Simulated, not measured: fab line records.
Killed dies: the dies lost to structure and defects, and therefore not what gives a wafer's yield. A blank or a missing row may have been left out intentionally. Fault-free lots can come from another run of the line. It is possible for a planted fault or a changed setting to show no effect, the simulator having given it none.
Which tool did it? + flow nand-harc + 37 wafers from 13 lots sampled at 5 of the route's 1159 steps

== WHAT THE GAUGES READ, wafer by wafer ==
NHARC_END_SORT_01. Usual: killed-at-array 25, standard deviation 9.8; killed-at-other 0.8, standard deviation 1.1; killed-at-periphery 3.3, standard deviation 2.1; killed-dies 29, standard deviation 10; killed-open 3.3, standard deviation 1.8; killed-short 1.9, standard deviation 1.4.
| lot  | measured     | on        | killed-at-array | killed-at-other | killed-at-periphery | killed-dies | killed-open | killed-short | flag |
|------|--------------|-----------|-----------------|-----------------|---------------------|-------------|-------------|--------------|------|
| L461 | day 23 20:12 | prober-01 | 14 14 223       | 1 0 0           | 5 4 2               | 20 18 225   | 6 5 4       | 2 3 2        | OFF  |
| L462 | day 23 14:50 | prober-02 | 136 41          | 1 0             | 1 3                 | 138 44      | 0 4         | 2 4          | OFF  |

== EACH LOT AND THE TOOL THAT RAN IT (in order: tool; ch and the chambers of the sampled wafers; start) ==
| lot  | NHARC_A_STAIRCASE_ETCH_27                     | NHARC_A_STAIRCASE_ETCH_190         | NHARC_A_STAIRCASE_TRIM_193                    | NHARC_A_STAIRCASE_ETCH_194                    |
|------|-----------------------------------------------|------------------------------------|-----------------------------------------------|-----------------------------------------------|
| L450 | rie-diel-05 ch 2,3, day 11 11:01 or earlier   | rie-diel-04 ch 0,1, day 11 11:01   | rie-diel-04 ch 0,1,3, no start                | rie-diel-04 ch 1,2,3, no start                |
| L451 | rie-diel-11 ch 1,2, day 11 18:50 or earlier   | rie-diel-11 ch 2,3, day 11 18:50   | rie-diel-11 ch 0,2, no start                  | rie-diel-11 ch 1,2,3, no start                |
| L453 | rie-diel-05 ch 0,1, day 11 20:25 or earlier   | rie-diel-04 ch 0,1,2, day 11 20:25 | rie-diel-04 ch 0,2,3, no start                | rie-diel-04 ch 2,3, no start                  |
| L452 | rie-diel-05 ch 0,1, day 11 22:27 or earlier   | rie-diel-05 ch 2,3, day 11 22:27   | rie-diel-05 ch 1,2,3, no start                | rie-diel-05 ch 0,1, no start                  |
| L454 | rie-diel-04 ch 0,1,3, day 12 05:13 or earlier | rie-diel-04 ch 0,2,3, day 12 05:13 | rie-diel-04 ch 0,1,2, no start                | rie-diel-04 ch 0,2, no start                  |
| L455 | rie-diel-04 ch 1,2,3, day 12 12:31 or earlier | rie-diel-05 ch 0,2,3, day 12 12:31 | rie-diel-05 ch 1,2,3, no start                | rie-diel-05 ch 1,2,3, no start                |
| L459 | rie-diel-11 ch 0,1,2, day 13 12:56 or earlier | rie-diel-05 ch 0,1,2, day 13 12:56 | rie-diel-05 ch 1,3, no start                  | rie-diel-05 ch 0,2, no start                  |
| L461 | rie-diel-11 ch 0,1,3, day 14 15:52 or earlier | rie-diel-05 ch 0,2,3, day 14 15:52 | rie-diel-05 ch 0,2,3, day 23 20:12 or earlier | rie-diel-05 ch 0,2,3, day 23 20:12 or earlier |
| L462 | rie-diel-11 ch 3, day 14 19:52 or earlier     | rie-diel-05 ch 0,2, day 14 19:52   | rie-diel-05 ch 0,3, day 23 14:50 or earlier   | rie-diel-05 ch 2,3, day 23 14:50 or earlier   |
| L464 | rie-diel-11 ch 0,3, day 15 00:54 or earlier   | rie-diel-05 ch 2,3, day 15 00:54   | rie-diel-05 ch 0,3, no start                  | rie-diel-05 ch 0,2, no start                  |
| L467 | rie-diel-11 ch 0,3, day 15 11:20 or earlier   | rie-diel-11 ch 2,3, day 15 11:20   | rie-diel-11 ch 0,2, no start                  | rie-diel-11 ch 0,1,2, no start                |
| L470 | rie-diel-11 ch 0,2, day 15 20:54 or earlier   | rie-diel-04 ch 0,2,3, day 15 20:54 | rie-diel-04 ch 1,2,3, no start                | rie-diel-04 ch 2,3, no start                  |
| L471 | rie-diel-04 ch 0,2, day 16 11:22 or earlier   | rie-diel-04 ch 0,2,3, day 16 11:22 | rie-diel-04 ch 0,1,3, no start                | rie-diel-04 ch 0,2, no start                  |
- NHARC_A_STAIRCASE_ETCH_27: etches the open film in C4F8/O2, target depth 100 nm, time 40.5 s.
- NHARC_A_STAIRCASE_ETCH_190: etches the open film in C4F8/O2, target depth 100 nm, time 40.5 s.
- NHARC_A_STAIRCASE_TRIM_193: chemistry O2, time 211.2 s.
- NHARC_A_STAIRCASE_ETCH_194: etches the open film in C4F8/O2, target depth 100 nm, time 40.5 s.

== WHAT THE TOOLS THEMSELVES READ (means of the sampled wafers that have a number; where no wafer has one, the mark that the record gives instead) ==
NHARC_A_STAIRCASE_ETCH_27. Usual: oes-product-au 0.946 a.u., standard deviation 0.0099; rf-vpp-V 897 V, standard deviation 4; run-length-s 61.7 s, standard deviation 0.36.
| lot  | tool        | oes-product-au (a.u.) | rf-vpp-V (V) | run-length-s (s) | flag |
|------|-------------|-----------------------|--------------|------------------|------|
| L450 | rie-diel-05 | 0.940                 | 892          | 61.5             |      |
| L451 | rie-diel-11 | 0.932                 | 899          | 61.9             |      |
| L453 | rie-diel-05 | 0.949                 | 899          | 61.4             |      |
| L452 | rie-diel-05 | 0.943                 | 898          | 61.8             |      |
| L454 | rie-diel-04 | 0.942                 | 897          | 61.5             |      |
| L455 | rie-diel-04 | 0.950                 | 894          | 61.6             |      |
| L459 | rie-diel-11 | 0.957                 | 899          | 61.9             |      |
| L461 | rie-diel-11 | 0.951                 | 898          | 61.9             |      |
| L462 | rie-diel-11 | 0.952                 | 899          | 62.2             |      |
| L464 | rie-diel-11 | 0.952                 | 896          | 61.8             |      |
| L467 | rie-diel-11 | 0.949                 | 897          | 61.8             |      |
| L470 | rie-diel-11 | 0.947                 | 899          | 61.7             |      |
| L471 | rie-diel-04 | 0.943                 | 893          | 61.3             |      |

NHARC_A_STAIRCASE_ETCH_190. Usual: oes-product-au 0.945 a.u., standard deviation 0.0097; rf-vpp-V 896 V, standard deviation 3.7; run-length-s 61.7 s, standard deviation 0.34.
| lot  | tool        | oes-product-au (a.u.) | rf-vpp-V (V) | run-length-s (s) | flag |
|------|-------------|-----------------------|--------------|------------------|------|
| L450 | rie-diel-04 | 0.936                 | 898          | 61.7             |      |
| L451 | rie-diel-11 | 0.938                 | 901          | 62.2             |      |
| L453 | rie-diel-04 | 0.948                 | 896          | 61.4             |      |
| L452 | rie-diel-05 | 0.944                 | 893          | 61.6             |      |
| L454 | rie-diel-04 | 0.940                 | 895          | 61.9             |      |
| L455 | rie-diel-05 | 0.955                 | 893          | 61.8             |      |
| L459 | rie-diel-05 | 0.955                 | 897          | 61.6             |      |
| L461 | rie-diel-05 | 0.945                 | 892          | 64.7             | OFF  |
| L462 | rie-diel-05 | 0.958                 | 895          | 66.4             | OFF  |
| L464 | rie-diel-05 | 0.950                 | 894          | 66.3             | OFF  |
| L467 | rie-diel-11 | 0.940                 | 901          | 61.8             |      |
| L470 | rie-diel-04 | 0.945                 | 895          | 61.5             |      |
| L471 | rie-diel-04 | 0.944                 | 895          | 61.5             |      |

NHARC_A_STAIRCASE_TRIM_193. Usual: drypump-motor-current-A 5.8 A, standard deviation 0.36; oes-product-au 1.004 a.u., standard deviation 0.0077; rf-vpp-V 57.7 V, standard deviation 0.78; showerhead-plenum-p-Torr 3.52 Torr, standard deviation 0.1; throttle-valve-pct 17.037 %, standard deviation 0.011.
| lot  | tool        | drypump-motor-current-A (A) | oes-product-au (a.u.) | rf-vpp-V (V) | showerhead-plenum-p-Torr (Torr) | throttle-valve-pct (%) | flag |
|------|-------------|-----------------------------|-----------------------|--------------|---------------------------------|------------------------|------|
| L450 | rie-diel-04 | 5.7                         | 0.999                 | 57.2         | 3.56                            | 17.027                 |      |
| L451 | rie-diel-11 | 5.6                         | 1.000                 | 57.9         | 3.60                            | 17.030                 |      |
| L453 | rie-diel-04 | 5.9                         | 1.006                 | 57.5         | 3.54                            | 17.027                 |      |
| L452 | rie-diel-05 | 5.8                         | 1.010                 | 57.6         | 3.50                            | 17.042                 |      |
| L454 | rie-diel-04 | 5.6                         | 1.006                 | 57.7         | 3.52                            | 17.036                 |      |
| L455 | rie-diel-05 | 5.8                         | 1.002                 | 57.5         | 3.50                            | 17.048                 |      |
| L459 | rie-diel-05 | 5.9                         | 1.009                 | 57.6         | 3.44                            | 17.028                 |      |
| L461 | rie-diel-05 | 5.8                         | 1.008                 | 58.3         | 3.45                            | 17.035                 |      |
| L462 | rie-diel-05 | 6.0                         | 1.010                 | 58.0         | 3.44                            | 17.043                 |      |
| L464 | rie-diel-05 | 6.0                         | 0.999                 | 56.7         | 3.44                            | 17.041                 |      |
| L467 | rie-diel-11 | 5.5                         | 1.006                 | 57.8         | 3.59                            | 17.037                 |      |
| L470 | rie-diel-04 | 5.6                         | 0.996                 | 57.9         | 3.48                            | 17.032                 |      |
| L471 | rie-diel-04 | 5.7                         | 1.003                 | 57.6         | 3.53                            | 17.038                 |      |

NHARC_A_STAIRCASE_ETCH_194. Usual: oes-product-au 0.946 a.u., standard deviation 0.011; rf-vpp-V 896 V, standard deviation 3.8; run-length-s 61.7 s, standard deviation 0.34.
| lot  | tool        | oes-product-au (a.u.) | rf-vpp-V (V) | run-length-s (s) | flag |
|------|-------------|-----------------------|--------------|------------------|------|
| L450 | rie-diel-04 | 0.941                 | 895          | 61.5             |      |
| L451 | rie-diel-11 | 0.952                 | 901          | 61.9             |      |
| L453 | rie-diel-04 | 0.944                 | 894          | 61.5             |      |
| L452 | rie-diel-05 | 0.940                 | 898          | 61.7             |      |
| L454 | rie-diel-04 | 0.947                 | 895          | 61.5             |      |
| L455 | rie-diel-05 | 0.952                 | 894          | 61.5             |      |
| L459 | rie-diel-05 | 0.953                 | 896          | 61.8             |      |
| L461 | rie-diel-05 | 0.945                 | 892          | 61.5             |      |
| L462 | rie-diel-05 | 0.926                 | 892          | 61.5             |      |
| L464 | rie-diel-05 | 0.951                 | 896          | 61.4             |      |
| L467 | rie-diel-11 | 0.944                 | 899          | 61.9             |      |
| L470 | rie-diel-04 | 0.936                 | 895          | 61.6             |      |
| L471 | rie-diel-04 | 0.952                 | 896          | 61.6             |      |

== THE ANSWER, worked out from the rows above alone ==
Rule: a lot counts as off when the mean over its wafers that have a number is more than 3 standard deviations away from the usual mean. Also off: a lot with no number at a reading for which 4 or more lots have one. Any other lot the step has rows for is counted as sound. First the gauges in route order, then the tools' own readings, where a lot's mean is used as printed above. The first step at which some lot is off is used, and at that step the reading that is off furthest; a lot without a number counts as furthest.
Off, at NHARC_END_SORT_01 on killed-at-array: L461, L462. Neither off nor sound, because the step has no rows for them: L450, L451, L453, L452, L454, L455, L459, L464, L467, L470, L471.
A tool fits if, at a process step before that reading, it ran every lot that is off, and no sound lot after the first of them. Not tried: the gauges at NHARC_END_SORT_01; whatever is off there is also off at NHARC_A_STAIRCASE_ETCH_190, on other tools, and gauge error can't account for it. NHARC_A_STAIRCASE_ETCH_27: start missing for some lots; hours and lot order therefore follow NHARC_A_STAIRCASE_ETCH_190. NHARC_A_STAIRCASE_TRIM_193: start missing for some lots; hours and lot order therefore follow NHARC_END_SORT_01. NHARC_A_STAIRCASE_ETCH_194: start missing for some lots; hours and lot order therefore follow NHARC_END_SORT_01. This does not decide it: 2 tools fit, namely rie-diel-11 at NHARC_A_STAIRCASE_ETCH_27 and rie-diel-05 at NHARC_A_STAIRCASE_ETCH_190 and NHARC_A_STAIRCASE_TRIM_193 and NHARC_A_STAIRCASE_ETCH_194.

== WHAT THE SIMULATOR PUT IN ==
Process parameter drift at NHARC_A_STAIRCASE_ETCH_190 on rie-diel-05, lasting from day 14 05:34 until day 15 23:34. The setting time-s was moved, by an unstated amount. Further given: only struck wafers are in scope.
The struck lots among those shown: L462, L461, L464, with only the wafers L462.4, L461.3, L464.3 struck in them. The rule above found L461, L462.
